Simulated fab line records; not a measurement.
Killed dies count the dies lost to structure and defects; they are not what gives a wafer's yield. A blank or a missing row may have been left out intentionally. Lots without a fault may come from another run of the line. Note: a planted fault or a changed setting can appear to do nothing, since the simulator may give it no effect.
Matching of chambers    flow nand harc    4 sister chambers for NHARC_A_CHANNEL_FILL_D2_ALD_25 on ald hk-01
The step deposits SiOx, target thk 60 nm, pulse time 10 s, ald cycles 600. 16 wafers are shown with their chamber, then 8 later ones without.

EACH WAFER AND ITS CHAMBER
wafer   chamber  heater power w (W)  precursor pulse height rel
L902.3  3        495                 0.986
L902.1  1        440                 1.010
L902.5  3        483                 0.950
L907.1  2        492                 1.006
L907.4  3        486                 1.014
L907.5  3        497                 1.001
L908.2  3        502                 1.023
L908.4  0        440                 1.006
L908.6  0        448                 1.026
L909.3  3        499                 1.018
L909.4  2        492                 0.979
L909.5  3        496                 0.999
L912.2  2        496                 0.983
L912.3  0        441                 1.024
L912.6  2        506                 1.011
L913.4  1        432                 0.990

SIGNATURES (averages over the wafers above)
reading                     chamber 0  chamber 1  chamber 2  chamber 3  scatter within a chamber
heater power w              443.00     436.00     496.50     494.00     6.38
precursor pulse height rel  1.01867    1.00000    0.99475    0.99871    0.0203
Rule: distance of a wafer from a chamber = root of the sum over the readings of ((wafer's reading minus chamber's mean) / reading's scatter) squared. The wafer belongs to the nearest chamber; if the next one is less than 2 further off, it can't be placed. The scatter: take each reading less its chamber's mean, square it, sum over the shown wafers, divide by the number of wafers less the number of chambers, and take the root.

WAFERS WITH NO CHAMBER GIVEN
wafer   heater power w (W)  precursor pulse height rel
L913.5  439                 0.976
L913.6  452                 0.961
L924.1  502                 1.006
L924.4  441                 1.032
L924.5  503                 0.953
L925.1  507                 0.989
L925.3  454                 0.974
L925.5  504                 0.999

EACH ONE'S CHAMBER
wafer   from the rows above      in truth
L913.5  can't be placed: 1 or 0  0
L913.6  can't be placed: 1 or 0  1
L924.1  can't be placed: 2 or 3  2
L924.4  can't be placed: 0 or 1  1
L924.5  can't be placed: 2 or 3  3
L925.1  can't be placed: 2 or 3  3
L925.3  can't be placed: 0 or 1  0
L925.5  can't be placed: 2 or 3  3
0 of 8 placed correctly. Cannot be placed on the basis of these rows: 8; the candidates contain the true chamber in 8. Placed wrongly: 0.
